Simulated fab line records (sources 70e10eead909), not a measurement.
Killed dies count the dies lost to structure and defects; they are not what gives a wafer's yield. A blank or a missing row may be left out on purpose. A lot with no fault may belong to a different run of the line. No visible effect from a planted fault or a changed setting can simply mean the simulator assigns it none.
Which tool did it? ; flow nand harc ; 10 lots with 30 wafers sampled at 4 steps, on a route of 1302 steps

== WHAT THE GAUGES READ, wafer by wafer ==
NHARC_P_M0_CD_MEAS_09 targets a cd of 90 nm.
lot;measured;on;cd nm (nm)
L559;day 8 03:10;cd sem-02;89.6 88.9 89.7
L560;day 8 08:04;cd sem-03;89.8 89.4 89.4
L562;day 9 09:46;cd sem-01;89.0 89.0 89.6
L564;day 10 06:19;cd sem-01;89.0 89.9 90.2
L565;day 10 14:16;cd sem-03;86.8 85.8 85.9 86.9 85.8 85.5
L566;day 11 11:22;cd sem-01;90.4 88.5 88.8
L569;day 12 01:14;cd sem-02;87.5 86.2 86.1 87.8 86.4 85.9
L571;day 12 23:41;cd sem-03;87.4 86.7 87.3 87.6 87.2 86.9
L575;day 14 15:06;cd sem-03;90.3 89.1 90.9
L576;day 15 05:49;cd sem-02;88.4 89.6 89.6

== WHAT TOOL EACH LOT RAN ON (gives the tool, then ch and the chambers of the sampled wafers, and finally the start) ==
lot;NHARC_P_CONTACT_DESCUM_17;NHARC_P_CONTACT_STRIP_28;NHARC_P_M0_EXPOSE_06
L559;rie diel-03 ch 1,2,3, day 7 23:17;rie diel-07 ch 1,2,3, day 8 00:16;arfi scanner-03 ch 0, day 8 03:01
L560;rie diel-03 ch 0,2,3, day 8 04:02;rie diel-03 ch 0,1,3, day 8 04:59;arfi scanner-02 ch 0, day 8 07:55
L562;rie diel-13 ch 2,3, day 9 05:17;rie diel-07 ch 0,1,2, day 9 06:44;arfi scanner-03 ch 0, day 9 09:37
L564;rie diel-03 ch 0,1,2, day 10 02:25;rie diel-07 ch 0,1,3, day 10 03:25;arfi scanner-03 ch 0, day 10 06:11
L565;rie diel-13 ch 0,3, day 10 10:24;rie diel-07 ch 0,1,2, day 10 11:22;arfi scanner-03 ch 0, day 10 14:07
L566;rie diel-07 ch 0,1,3, day 11 07:22;rie diel-13 ch 1,2, day 11 08:20;arfi scanner-01 ch 0, day 11 11:14
L569;rie diel-13 ch 1,2,3, day 11 21:17;rie diel-07 ch 0,2,3, day 11 22:14;arfi scanner-03 ch 0, day 12 01:07
L571;rie diel-07 ch 0,1,2, day 12 19:43;rie diel-07 ch 0,1,3, day 12 20:39;arfi scanner-03 ch 0, day 12 23:32
L575;rie diel-03 ch 0,1,2, day 14 11:13;rie diel-13 ch 0,2,3, day 14 12:10;arfi scanner-02 ch 0, day 14 14:58
L576;rie diel-13 ch 0,1,3, day 15 01:50;rie diel-13 ch 0,1,2, day 15 02:46;arfi scanner-01 ch 0, day 15 05:40
- NHARC_P_CONTACT_DESCUM_17: chemistry O2, time 3 s.
- NHARC_P_CONTACT_STRIP_28: strips in O2.
- NHARC_P_M0_EXPOSE_06: exposes mask P M0, target cd 90 nm.

== THE ANSWER, worked out from the rows above alone ==
Rule: the lots themselves supply what counts as usual. Put in order of their means at a reading, lots are off if they are a third of the lots or fewer, leave a main group of 4 or more, and stand apart from it by a gap of 3 or more times the standard deviation of the main group's means; of several such gaps the widest counts. If all means in a main group match to the digits the tables above print for the reading, that group is not used. A lot without any number at a reading at which 4 lots or more have one is off too. The other lots that the step has rows for count as sound.
Off, at NHARC_P_M0_CD_MEAS_09 on cd nm: L565, L569, L571. The main group: mean 89.5 nm, standard deviation 0.31.
If a tool, at a process step before that reading, ran all the lots that are off and no sound lot after the first of them, it fits. Gauges at NHARC_P_M0_CD_MEAS_09: tried the same way as those tools. Undecided on this evidence; 2 tools fit (rie diel-07 at NHARC_P_CONTACT_STRIP_28, arfi scanner-03 at NHARC_P_M0_EXPOSE_06).

== WHAT WAS PUT IN BY THE SIMULATOR ==
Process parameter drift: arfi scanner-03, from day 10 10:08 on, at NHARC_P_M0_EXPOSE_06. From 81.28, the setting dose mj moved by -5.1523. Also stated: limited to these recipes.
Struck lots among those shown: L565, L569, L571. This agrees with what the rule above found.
